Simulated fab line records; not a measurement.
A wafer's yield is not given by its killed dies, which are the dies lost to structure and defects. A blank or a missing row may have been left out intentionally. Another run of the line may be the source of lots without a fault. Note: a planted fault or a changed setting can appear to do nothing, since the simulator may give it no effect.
Which tool is to blame? + flow n5 finfet + 36 wafers sampled from 12 lots at 1 step of a route of 1938

WHAT THE GAUGES READ, wafer by wafer
N5_HKMG_FIN_INSPECT_61: inspects for defects (macro).
| lot  | measured    | on                | raw defect count |
|------|-------------|-------------------|------------------|
| L075 | day 4 11:13 | defect inspect-01 | 2 3 4            |
| L077 | day 4 21:49 | defect inspect-01 | 2 2 2            |
| L079 | day 5 04:46 | defect inspect-02 | 4 1 3            |
| L081 | day 5 16:58 | defect inspect-01 | 0 0 1            |
| L083 | day 6 04:47 | defect inspect-01 | 2 3 0            |
| L085 | day 6 20:47 | defect inspect-01 | 8 1 1            |
| L087 | day 7 08:17 | defect inspect-02 | 1 4 2            |
| L089 | day 7 19:50 | defect inspect-02 | 2 4 3            |
| L091 | day 8 04:40 | defect inspect-02 | 1 4 2            |
| L093 | day 8 19:06 | defect inspect-02 | 0 3 6            |
| L095 | day 9 05:17 | defect inspect-01 | 4 1 2            |
| L097 | day 9 18:12 | defect inspect-01 | 3 0 2            |

TOOL THAT RAN EACH LOT (tool first, then ch and the chambers of the sampled wafers, then the start)
Before these readings, the record contains no process step.

THE ANSWER, worked out from the rows above alone
Rule: usual is defined by the lots themselves. The widest of any qualifying gaps counts: lots, ordered by their means at a reading, are off when they make up no more than a third of the lots, leave a main group of 4 or more, and stand apart from it by 3 or more times the standard deviation of that group's means. Not used: any main group whose means are identical at the precision the tables above print for the reading. Also off: a lot with no number at a reading for which 4 or more lots have one. Where the step has rows for the other lots, those lots are counted as sound.
No lot is off at any reading shown: from this, nothing can be told.

WHAT THE SIMULATOR PUT IN
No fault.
